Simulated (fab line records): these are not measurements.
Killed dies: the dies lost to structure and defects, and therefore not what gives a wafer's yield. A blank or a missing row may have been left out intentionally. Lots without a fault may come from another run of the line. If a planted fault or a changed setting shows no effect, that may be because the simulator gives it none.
fab line records	flow n5_finfet
record: lots: 7	wafers: 39
route steps=1938 shown BEOL_M3@931 BEOL_M6@1194 BEOL_M8@1371 BEOL_M11@1592 BEOL_M15@1820
start_h: start of the lot's first displayed wafer, in hours after the record's first day	wait_h: time in hours since the lot's previous step	" as in the row above	L1.1+2: one row covering several wafers at once	- either no value or no given start	* or withheld: withheld	< > ~ a bound
route shown NAME@n: names a module that has steps shown in the file, with the first one's number in the route	usual: mean and standard deviation over wafers with no fault	same: alike in all rows	chamber/n: place in a boat	sites: the reading at each site	_std_site: their standard deviation	_edge_site: mean of outer sites minus mean of inner sites	radius_mm: how far each site lies from the wafer's centre	mask NAME#n: copy n	behind: the most recent tool/chamber to have shaped the wafer	hold: why the lot went on hold/how many hours it stayed there/how the hold came to an end	device: the transistor (n, p or np) that didn't switch	end of line: the route-end tests of the same wafers	for a step that has no rows: nothing shown but its recipe	killed: the dies lost at the first sort to structure and to defects; this is not the yield of the wafer	map: a wafer's dies, marking killed ones x, the rest . and places with no die _
set.NAME: the setting that was run; set.NAME@STEP: the one run at that earlier step	model.NAME: the simulator's own value behind a step, which no gauge read
lots with deliberately changed settings; one table per step, one row per wafer
== steps ==
step: N5_BEOL_M3_ILD_DEP_00
recipe: material: SiOC	target_thk_a: 790	temp_c: 350	precursor: DEMS/O2	pressure_torr: 5	rf_w: 500	time_s: 15.3
lot.wafer	tool	chamber	start_h	wait_h	set.time_s	model.SiOC_of_BEOL_M3_ILD_DEP_00.thk_nm
L077.1	pecvd-02	1	159.03	0.0	12.67	65.8
L077.2	"	2	"	"	12.67	66.6
L077.3	"	0	"	"	15.3	79.6
L077.4	"	0	"	"	12.67	66.8
L077.5	"	1	"	"	15.3	81
L077.6	"	2	"	"	15.3	80.4
L085.1	pecvd-04	0	212.37	0.0	15.3	77.8
L085.2	"	1	"	"	15.3	78
L085.3+4	"	2,0	"	"	15.3	77.6
L085.5	"	1	"	"	15.3	81.4
L085.6	"	2	"	"	15.3	78.8
L089.1	pecvd-02	1	225.49	0.0	15.3	79.2
L089.2+3	"	0,2	"	"	15.3	77.6
L089.4	"	0	"	"	15.3	78.2
L089.5	"	1	"	"	15.3	80.2
L089.6	"	2	"	"	15.3	80
L091.1	pecvd-04	1	242.36	0.0	15.3	79.4
L091.2	"	0	"	"	15.3	78.2
L091.3	"	2	"	"	15.3	77.8
L092.1	pecvd-01	1	250.57	0.0	15.3	77.6
L092.2	"	0	"	"	6.705	35.8
L092.3	"	2	"	"	15.3	78.6
L092.4	"	1	"	"	6.705	35
L092.5	"	0	"	"	15.3	80
L092.6	"	2	"	"	6.705	35.6
L094.1	pecvd-04	2	275.82	0.0	22.08	112
L094.2	"	1	"	"	22.08	113.4
L094.3	"	0	"	"	15.3	78
L094.4	"	2	"	"	15.3	79.2
L094.5	"	1	"	"	22.08	115.2
L094.6	"	0	"	"	15.3	79
L097.1	pecvd-02	0	284.03	0.0	15.3	78
L097.2+4+6	"	2,0,1	"	"	15.3	78.8
L097.3	"	1	"	"	15.3	78.2
L097.5	"	2	"	"	15.3	78.4
step: N5_BEOL_M3_THK_MEAS_01
recipe: reads: SiOC_of_BEOL_M3_ILD_DEP_00
usual: M3_ILD_THK: 78.8/1
lot.wafer	tool	chamber	start_h	wait_h	set.time_s@BEOL_M3_ILD_DEP_00	M3_ILD_THK[nm]
L077.1	film_metro-02	-	159.10	0.0	12.67	65.8
L077.2	"	-	"	"	12.67	66.6
L077.3	"	-	"	"	15.3	79.7
L077.4	"	-	"	"	12.67	66.9
L077.5	"	-	"	"	15.3	81.1
L077.6	"	-	"	"	15.3	80.5
L085.1	film_metro-02	-	212.43	0.0	15.3	77.9
L085.2	"	-	"	"	15.3	78.0
L085.3	"	-	"	"	15.3	77.5
L085.4	"	-	"	"	15.3	77.5
L085.5	"	-	"	"	15.3	81.4
L085.6	"	-	"	"	15.3	78.9
L089.1	film_metro-02	-	225.56	0.0	15.3	79.1
L089.2	"	-	"	"	15.3	77.6
L089.3	"	-	"	"	15.3	77.6
L089.4	"	-	"	"	15.3	78.1
L089.5	"	-	"	"	15.3	80.3
L089.6	"	-	"	"	15.3	79.9
L091.1	film_metro-01	-	242.43	0.0	15.3	79.5
L091.2	"	-	"	"	15.3	78.1
L091.3	"	-	"	"	15.3	77.8
L092.1	film_metro-02	-	250.64	0.0	15.3	77.7
L092.2	"	-	"	"	6.705	35.7
L092.3	"	-	"	"	15.3	78.5
L092.4	"	-	"	"	6.705	35.0
L092.5	"	-	"	"	15.3	80.1
L092.6	"	-	"	"	6.705	35.5
L094.1	film_metro-01	-	275.89	0.0	22.08	112.0
L094.2	"	-	"	"	22.08	113.4
L094.3	"	-	"	"	15.3	78.1
L094.4	"	-	"	"	15.3	79.1
L094.5	"	-	"	"	22.08	115.2
L094.6	"	-	"	"	15.3	79.1
L097.1	film_metro-01	-	284.09	0.0	15.3	77.9
L097.2	"	-	"	"	15.3	78.7
L097.3	"	-	"	"	15.3	78.0
L097.4	"	-	"	"	15.3	78.7
L097.5	"	-	"	"	15.3	78.5
L097.6	"	-	"	"	15.3	78.9
step: N5_BEOL_M3_TRENCH_ETCH_37
recipe: chemistry: C4F6/O2	target_depth_a: 555.55	target: SiOC	time_s: 29.2	ion_energy_ev: 250	pressure_mtorr: 30	source_w: 355	bias_w: 185	Ar_flow_sccm: 300	C4F6_flow_sccm: 10	O2_flow_sccm: 10
lot.wafer	tool	chamber	start_h	wait_h	set.target_depth_a	model.etch.depth_nm	model.BEOL_M3.feature_depth_nm	model.TiN_of_BEOL_M3_HM_DEP_02.thk_nm
L077.1	rie_diel-01	3	-	-	555.55	53.92	54	17.8
L077.2	"	0	"	"	555.55	55.53	55.6	17.6
L077.3	"	1	"	"	555.55	55.64	55.6	17.8
L077.4	"	2	"	"	555.55	54.57	54.6	17.8
L077.5	"	2	"	"	555.55	54.66	54.6	17.6
L077.6	"	1	"	"	555.55	55.15	55.2	17.8
L085.1	rie_diel-02	2	-	-	280	27.76	27.8	18.8
L085.2	"	1	"	"	280	28.39	28.4	18.8
L085.3	"	0	"	"	555.55	54.73	54.8	17.6
L085.4	"	3	"	"	555.55	54.67	54.6	17.8
L085.5	"	2	"	"	555.55	55.57	55.6	17.8
L085.6	"	3	"	"	280	27.2	27.2	19
L089.1	rie_diel-06	3	-	-	863.4	88.29	88.2	16
L089.2	"	0	"	"	863.4	83.82	83.8	16.4
L089.3	"	1	"	"	555.55	55.07	55	17.6
L089.4	"	2	"	"	555.55	56.83	56.8	17.4
L089.5	"	3	"	"	863.4	88.55	88.6	16
L089.6	"	2	"	"	555.55	56.33	56.4	17.6
L091.1	rie_diel-06	3	-	-	555.55	55.69	55.6	17.6
L091.2	"	2	"	"	555.55	55.88	55.8	17.8
L091.3	"	2	"	"	555.55	55.85	55.8	17.8
L092.1	rie_diel-01	2	-	-	555.55	57.49	57.4	17.4
L092.2	"	0	"	"	555.55	55.54	55.6	17.6
L092.3	"	3	"	"	650.8	64.17	64.2	17.4
L092.4	"	1	"	"	650.8	65.97	66	17
L092.5	"	1	"	"	650.8	66.07	66	17.2
L092.6	"	2	"	"	555.55	57.19	57.2	17.2
L094.1	rie_diel-02	1	-	-	445.9	45.08	45	17.8
L094.2	"	0	"	"	555.55	56.55	56.6	17.2
L094.3	"	2	"	"	555.55	54.8	54.8	17
L094.4	"	3	"	"	445.9	43.51	43.6	18
L094.5	"	1	"	"	445.9	45.3	45.4	17.6
L094.6	"	2	"	"	555.55	55.61	55.6	17.2
L097.1	rie_diel-01	0	-	-	555.55	54.82	54.8	17.6
L097.2	"	3	"	"	366.4	35.65	35.6	18.8
L097.3	"	1	"	"	366.4	36.91	37	18.2
L097.4	"	2	"	"	366.4	37.77	37.8	18.2
L097.5	"	0	"	"	555.55	55.03	55	18
L097.6	"	1	"	"	555.55	56.3	56.4	17.4
step: N5_BEOL_M6_ILD_DEP_00
recipe: material: SiCOH_lowk	target_thk_a: 1797.5	temp_c: 300	precursor: DEMS/porogen	pressure_torr: 5	rf_w: 500	time_s: 33.4
lot.wafer	tool	chamber	start_h	wait_h	set.time_s	model.SiCOH_lowk_of_BEOL_M6_ILD_DEP_00.thk_nm
L077.1	pecvd-03	2	189.70	0.0	33.4	177.8
L077.2	"	0	"	"	33.4	181
L077.3	"	1	"	"	33.4	178.6
L077.4	"	0	"	"	45.8	247.4
L077.5	"	1	"	"	45.8	245.8
L077.6	"	2	"	"	45.8	244.4
L085.1	pecvd-01	0	247.15	0.0	33.4	179.8
L085.2	"	2	"	"	33.4	178
L085.3	"	1	"	"	33.4	178.6
L085.4	"	0	"	"	33.4	181
L085.5	"	1	"	"	33.4	181.2
L085.6	"	2	"	"	33.4	182.8
L089.1	pecvd-01	1	261.80	0.0	33.4	177.8
L089.2	"	2	"	"	17.98	101.2
L089.3	"	0	"	"	33.4	179.6
L089.4	"	0	"	"	33.4	183
L089.5	"	1	"	"	17.98	101
L089.6	"	2	"	"	17.98	100
L092.1	pecvd-01	0	293.51	0.0	33.4	180.8
L092.2	"	2	"	"	40.97	221.2
L092.3	"	1	"	"	40.97	220
L092.4	"	2	"	"	33.4	183.8
L092.5	"	1	"	"	33.4	183.2
L092.6	"	0	"	"	40.97	223.6
L091.1	pecvd-01	2	294.16	0.0	33.4	178.2
L091.2	"	1	"	"	33.4	179.4
L091.3	"	0	"	"	33.4	179.2
L094.1	pecvd-03	2	313.59	0.0	33.4	178
L094.2	"	1	"	"	17.62	96
L094.3	"	0	"	"	33.4	183.8
L094.4	"	2	"	"	17.62	97.8
L094.5	"	0	"	"	17.62	100.2
L094.6	"	1	"	"	33.4	180.6
L097.1	pecvd-01	0	323.28	0.0	33.4	177.6
L097.2	"	2	"	"	33.4	177.2
L097.3	"	1	"	"	33.4	177.8
L097.4	"	2	"	"	33.4	178.2
L097.5	"	1	"	"	33.4	179
L097.6	"	0	"	"	33.4	180.6
step: N5_BEOL_M6_CURE_74
recipe: temp_c: 385	time_s: 240	ambient: He/Ar	material: SiCOH_lowk
lot.wafer	tool	chamber	start_h	wait_h	set.time_s@BEOL_M6_ILD_DEP_00	model.SiCOH_lowk_of_BEOL_M6_ILD_DEP_00.thk_nm
L077.1	uv_cure-02	1	189.76	0.0	33.4	153.2
L077.2	"	1	"	"	33.4	156.2
L077.3	"	1	"	"	33.4	154
L077.4	"	1	"	"	45.8	214.2
L077.5	"	1	"	"	45.8	212.8
L077.6	"	1	"	"	45.8	211.4
L085.1	uv_cure-01	2	247.21	0.0	33.4	155
L085.2	"	2	"	"	33.4	153.6
L085.3	"	2	"	"	33.4	154
L085.4	"	2	"	"	33.4	156
L085.5	"	2	"	"	33.4	156.2
L085.6	"	2	"	"	33.4	157.6
L089.1	uv_cure-01	1	261.87	0.0	33.4	153.4
L089.2	"	1	"	"	17.98	86.8
L089.3	"	1	"	"	33.4	154.8
L089.4	"	1	"	"	33.4	158
L089.5	"	1	"	"	17.98	86.6
L089.6	"	1	"	"	17.98	85.8
L092.1	uv_cure-03	0	293.58	0.0	33.4	155.8
L092.2	"	0	"	"	40.97	191.2
L092.3	"	0	"	"	40.97	190.2
L092.4	"	0	"	"	33.4	158.6
L092.5	"	0	"	"	33.4	158
L092.6	"	0	"	"	40.97	193.2
L091.1	uv_cure-02	0	294.23	0.0	33.4	153.8
L091.2	"	0	"	"	33.4	154.8
L091.3	"	0	"	"	33.4	154.6
L094.1	uv_cure-01	2	313.66	0.0	33.4	153.6
L094.2	"	2	"	"	17.62	82.4
L094.3	"	2	"	"	33.4	158.6
L094.4	"	2	"	"	17.62	83.8
L094.5	"	2	"	"	17.62	86
L094.6	"	2	"	"	33.4	155.6
L097.1	uv_cure-01	1	323.34	0.0	33.4	153.2
L097.2	"	1	"	"	33.4	152.8
L097.3	"	1	"	"	33.4	153.4
L097.4	"	1	"	"	33.4	153.6
L097.5	"	1	"	"	33.4	154.2
L097.6	"	1	"	"	33.4	155.6
step: N5_BEOL_M6_THK_MEAS_01
recipe: reads: SiCOH_lowk_of_BEOL_M6_ILD_DEP_00
usual: M6_ILD_THK: 155.6/2
lot.wafer	tool	chamber	start_h	wait_h	set.time_s@BEOL_M6_ILD_DEP_00	M6_ILD_THK[nm]
L077.1	film_metro-01	-	190.75	0.8	33.4	153.4
L077.2	"	-	"	"	33.4	156.1
L077.3	"	-	"	"	33.4	154.1
L077.4	"	-	"	"	45.8	214.1
L077.5	"	-	"	"	45.8	212.9
L077.6	"	-	"	"	45.8	211.5
L085.1	film_metro-02	-	247.72	0.4	33.4	155.0
L085.2	"	-	"	"	33.4	153.4
L085.3	"	-	"	"	33.4	154.2
L085.4	"	-	"	"	33.4	156.1
L085.5	"	-	"	"	33.4	156.3
L085.6	"	-	"	"	33.4	157.6
L089.1	film_metro-02	-	262.39	0.4	33.4	153.2
L089.2	"	-	"	"	17.98	86.9
L089.3	"	-	"	"	33.4	154.8
L089.4	"	-	"	"	33.4	157.9
L089.5	"	-	"	"	17.98	86.6
L089.6	"	-	"	"	17.98	85.8
L092.1	film_metro-02	-	294.09	0.4	33.4	155.9
L092.2	"	-	"	"	40.97	191.1
L092.3	"	-	"	"	40.97	190.2
L092.4	"	-	"	"	33.4	158.4
L092.5	"	-	"	"	33.4	157.9
L092.6	"	-	"	"	40.97	193.3
L091.1	film_metro-01	-	294.74	0.4	33.4	153.6
L091.2	"	-	"	"	33.4	154.8
L091.3	"	-	"	"	33.4	154.5
L094.1	film_metro-01	-	314.17	0.4	33.4	153.4
L094.2	"	-	"	"	17.62	82.5
L094.3	"	-	"	"	33.4	158.7
L094.4	"	-	"	"	17.62	83.9
L094.5	"	-	"	"	17.62	86.0
L094.6	"	-	"	"	33.4	155.7
L097.1	film_metro-01	-	323.85	0.4	33.4	153.1
L097.2	"	-	"	"	33.4	152.9
L097.3	"	-	"	"	33.4	153.3
L097.4	"	-	"	"	33.4	153.4
L097.5	"	-	"	"	33.4	154.2
L097.6	"	-	"	"	33.4	155.6
step: N5_BEOL_M8_ETCH_66
recipe: chemistry: N2/H2	target: SOC	target_depth_a: 800	overetch_a: 160	mask_material: SiARC	temp_c: 40	time_s: 120	ion_energy_ev: 200	pressure_mtorr: 30	source_w: 840	bias_w: 150	n2_flow_sccm: 200	h2_flow_sccm: 200
lot.wafer	tool	chamber	start_h	wait_h	set.target_depth_a	model.SiARC_of_BEOL_M8_COAT_64.thk_nm	model.BEOL_M8.cd_nm
L077.1	rie_diel-04	3	210.59	0.0	800	6.4	40.2
L077.2	"	2	"	"	1084	4.8	41
L077.3	"	1	"	"	800	6.4	40.6
L077.4+6	"	0,2	"	"	1084	5	40.8
L077.5	"	3	"	"	800	6.4	40.4
L085.1	rie_diel-03	0	275.04	0.0	800	6.6	40.4
L085.2	"	3	"	"	800	6.2	40.6
L085.3+5	"	1	"	"	800	6.2	40.4
L085.4	"	2	"	"	800	6.2	40.2
L085.6	"	2	"	"	800	6.4	40.2
L089.1	rie_diel-05	2	285.87	0.0	1061	4.8	40.8
L089.2+5	"	1	"	"	800	6.8	39.8
L089.3	"	0	"	"	800	6.4	39.6
L089.4	"	2	"	"	1061	4.6	40.8
L089.6	"	0	"	"	1061	4.8	40.6
L091.1	rie_diel-04	1	315.69	0.0	800	6.4	40.2
L091.2	"	3	"	"	800	6.4	39.8
L091.3	"	2	"	"	800	6.4	40
L092.1	rie_diel-03	0	315.86	0.0	1252	4	40.8
L092.2	"	2	"	"	800	6.2	40
L092.3	"	3	"	"	800	6.2	40.4
L092.4	"	1	"	"	1252	3.4	41.2
L092.5	"	3	"	"	800	6.2	40.2
L092.6	"	0	"	"	1252	4	41.2
L094.1	rie_diel-05	2	339.30	0.0	800	6.2	40
L094.2	"	0	"	"	800	6.4	39.8
L094.3	"	3	"	"	1036	5.4	40.6
L094.4	"	0	"	"	1036	5	40.6
L094.5	"	2	"	"	1036	4.8	40.8
L094.6	"	3	"	"	800	6.6	40.2
L097.1+2	rie_diel-04	0,2	344.01	0.0	982.5	5.4	40.4
L097.3+5	"	3,2	"	"	800	6.4	39.8
L097.4	"	1	"	"	800	6.4	40
L097.6	"	1	"	"	982.5	5.2	40.4
step: N5_BEOL_M11_CVD_75
recipe: material: Co	target_thk_a: 20	temp_c: withheld	precursor: CCTBA/H2	pressure_torr: 30	time_s: 138.9
lot.wafer	tool	chamber	start_h	wait_h	set.target_thk_a	model.Co_of_BEOL_M11_CVD_75.thk_nm
L077.1+4+6	cvd_co-01	1,0,2	235.67	0.2	29.97	3
L077.2+5	"	2,1	"	"	20	2
L077.3	"	0	"	"	20	1.8
L085.1+4	cvd_co-02	2,1	303.71	0.1	20	2
L085.2+5	"	0,2	"	"	10.4	0.8
L085.3	"	1	"	"	10.4	1
L085.6	"	0	"	"	20	1.8
L089.1	cvd_co-02	2	313.68	0.2	9.857	1
L089.2	"	1	"	"	9.857	0.8
L089.3+5+6	"	0,1,2	"	"	20	2
L089.4	"	0	"	"	9.857	1.2
L092.1+5+6	cvd_co-01	0,0,2	340.83	0.0	25.98	2.6
L092.2+3	"	2,0	"	"	20	2
L092.4	"	2	"	"	20	1.8
L091.1+2+3	cvd_co-02	0,2,1	341.28	0.0	20	2
L094.1+4+6	cvd_co-01	0,2,1	367.84	0.1	20	1.8
L094.2+3+5	"	1,2,0	"	"	20	2
L097.1+2+3	cvd_co-01	2,1,0	369.49	0.1	20	2
L097.4	"	0	"	"	11.36	1.2
L097.5+6	"	1,2	"	"	11.36	1
step: N5_BEOL_M15_SPUTTER_44
recipe: material: Ta	target_thk_a: 150	temp_c: 50	bias_v: 80	power_w: 15000	chamber_pressure_pa: 0.07	time_s: 24.19
lot.wafer	tool	chamber	start_h	wait_h	set.time_s	model.Ta_of_BEOL_M15_SPUTTER_44.thk_nm
L077.1	pvd_sputter-01	-	267.07	0.0	38.3	24
L077.2	"	-	"	"	24.19	15
L077.3	"	-	"	"	38.3	23.6
L077.4	"	-	"	"	38.3	23.8
L077.5	"	-	"	"	24.19	14.8
L077.6	"	-	"	"	24.19	15.2
L085.1	pvd_sputter-03	-	329.08	0.0	36.33	22.4
L085.2+3+4	"	-	"	"	24.19	15.2
L085.5+6	"	-	"	"	36.33	22.6
L089.1	pvd_sputter-03	-	340.55	0.0	24.19	14.6
L089.2+5	"	-	"	"	20.5	12.2
L089.3	"	-	"	"	24.19	14.8
L089.4	"	-	"	"	20.5	12.4
L089.6	"	-	"	"	24.19	15
L092.1+5	pvd_sputter-01	-	363.34	0.0	35.06	21.8
L092.2	"	-	"	"	24.19	15.4
L092.3	"	-	"	"	35.06	21.6
L092.4+6	"	-	"	"	24.19	14.8
L091.1	pvd_sputter-03	-	364.64	0.0	24.19	14.8
L091.2	"	-	"	"	24.19	15
L091.3	"	-	"	"	24.19	15.2
L094.1+5	pvd_sputter-03	-	389.94	0.0	24.19	15
L094.2	"	-	"	"	24.19	15.2
L094.3	"	-	"	"	16.57	10.2
L094.4+6	"	-	"	"	16.57	10.6
L097.1+6	pvd_sputter-01	-	390.01	0.0	24.19	14.8
L097.2	"	-	"	"	24.19	15
L097.3+4+5	"	-	"	"	24.19	15.2
step: N5_BEOL_M15_SPUTTER_45
recipe: material: Cu	target_thk_a: 1000	temp_c: -20	bias_v: 60	power_w: 26000	chamber_pressure_pa: 0.13	time_s: 16.67
step: N5_BEOL_M15_ECD_47
recipe: material: Cu	target_thk_a: 18600
step: N5_BEOL_M15_ANNEAL_48
recipe: temp_c: 225	time_s: 90	ambient: N2
step: N5_BEOL_M15_CMP_49
recipe: stop_on: SiO2	t_overpolish_s: 4.9	down_force_psi: 2	platen_rpm: 80	clearing_platen_down_force_psi: 2	clearing_platen_rpm: 80	post_cmp_clean: cu_alkaline	target_thk_nm: 850	clearing_platen_pad_velocity_m_s: 1.5917	pad_velocity_m_s: 1.5917
usual: barrier_field_endpoint_s: 11.46/0.25
lot.wafer	tool	chamber	start_h	wait_h	set.time_s@BEOL_M15_SPUTTER_44	barrier_field_endpoint_s
L077.1	cmp-02	1	268.87	0.3	38.3	14.72
L077.2	"	2	"	"	24.19	11.43
L077.3	"	3	"	"	38.3	14.64
L077.4	"	0	"	"	38.3	15.51
L077.6	"	1	"	"	24.19	11.38
L077.5	"	2	"	"	24.19	11.32
L085.1	cmp-03	1	329.98	0.3	36.33	14.49
L085.4	"	2	"	"	24.19	11.81
L085.2	"	3	"	"	24.19	11.55
L085.3	"	0	"	"	24.19	11.33
L085.6	"	1	"	"	36.33	14.33
L085.5	"	2	"	"	36.33	14.47
L089.3	cmp-02	1	341.29	0.2	24.19	11.42
L089.2	"	2	"	"	20.5	10.07
L089.1	"	3	"	"	24.19	11.41
L089.4	"	0	"	"	20.5	10.44
L089.5	"	1	"	"	20.5	10.28
L089.6	"	2	"	"	24.19	11.26
L092.1	cmp-03	2	364.17	0.3	35.06	14.24
L092.3	"	3	"	"	35.06	14.07
L092.2	"	0	"	"	24.19	11.89
L092.4	"	1	"	"	24.19	11.77
L092.5	"	2	"	"	35.06	14.41
L092.6	"	3	"	"	24.19	11.82
L091.3	cmp-03	2	365.71	0.5	24.19	11.52
L091.2	"	0	"	"	24.19	11.24
L091.1	"	1	"	"	24.19	11.54
L094.3	cmp-02	3	390.67	0.2	16.57	9.63
L094.1	"	0	"	"	24.19	11.30
L094.4	"	1	"	"	16.57	9.79
L094.2	"	2	"	"	24.19	11.45
L094.6	"	3	"	"	16.57	9.58
L094.5	"	0	"	"	24.19	11.49
L097.3	cmp-01	3	390.75	0.2	24.19	11.14
L097.2	"	0	"	"	24.19	11.66
L097.1	"	1	"	"	24.19	11.53
L097.4	"	2	"	"	24.19	11.59
L097.6	"	3	"	"	24.19	10.95
L097.5	"	0	"	"	24.19	11.75
== key ==
split: step: N5_BEOL_M3_ILD_DEP_00	setting: time_s	stated: 15.3	by: wafer
response: step: N5_BEOL_M3_ILD_DEP_00	reading: model.SiOC_of_BEOL_M3_ILD_DEP_00.thk_nm	change: +0.778	per: 1%	r: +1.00
response: step: N5_BEOL_M3_THK_MEAS_01	reading: M3_ILD_THK	change: +0.779	per: 1%	r: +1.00
split: step: N5_BEOL_M3_TRENCH_ETCH_37	setting: target_depth_a	stated: 555.55	by: wafer
response: step: N5_BEOL_M3_TRENCH_ETCH_37	reading: model.etch.depth_nm	change: +0.55	per: 1%	r: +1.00
response: step: N5_BEOL_M3_TRENCH_ETCH_37	reading: model.BEOL_M3.feature_depth_nm	change: +0.55	per: 1%	r: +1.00
response: step: N5_BEOL_M3_TRENCH_ETCH_37	reading: model.TiN_of_BEOL_M3_HM_DEP_02.thk_nm	change: -0.0238	per: 1%	r: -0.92
split: step: N5_BEOL_M6_ILD_DEP_00	setting: time_s	stated: 33.4	by: wafer
response: step: N5_BEOL_M6_ILD_DEP_00	reading: model.SiCOH_lowk_of_BEOL_M6_ILD_DEP_00.thk_nm	change: +1.75	per: 1%	r: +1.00
response: step: N5_BEOL_M6_CURE_74	reading: model.SiCOH_lowk_of_BEOL_M6_ILD_DEP_00.thk_nm	change: +1.52	per: 1%	r: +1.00
response: step: N5_BEOL_M6_THK_MEAS_01	reading: M6_ILD_THK	change: +1.52	per: 1%	r: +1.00
split: step: N5_BEOL_M8_ETCH_66	setting: target_depth_a	stated: 800	by: wafer
response: step: N5_BEOL_M8_ETCH_66	reading: model.SiARC_of_BEOL_M8_COAT_64.thk_nm	change: -0.0455	per: 1%	r: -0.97
response: step: N5_BEOL_M8_ETCH_66	reading: model.BEOL_M8.cd_nm	change: +0.0188	per: 1%	r: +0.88
split: step: N5_BEOL_M11_CVD_75	setting: target_thk_a	stated: 20	by: wafer
response: step: N5_BEOL_M11_CVD_75	reading: model.Co_of_BEOL_M11_CVD_75.thk_nm	change: +0.0213	per: 1%	r: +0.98
split: step: N5_BEOL_M15_SPUTTER_44	setting: time_s	stated: 24.19	by: wafer
response: step: N5_BEOL_M15_SPUTTER_44	reading: model.Ta_of_BEOL_M15_SPUTTER_44.thk_nm	change: +0.149	per: 1%	r: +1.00
response: step: N5_BEOL_M15_CMP_49	reading: barrier_field_endpoint_s	change: +0.0582	per: 1%	r: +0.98
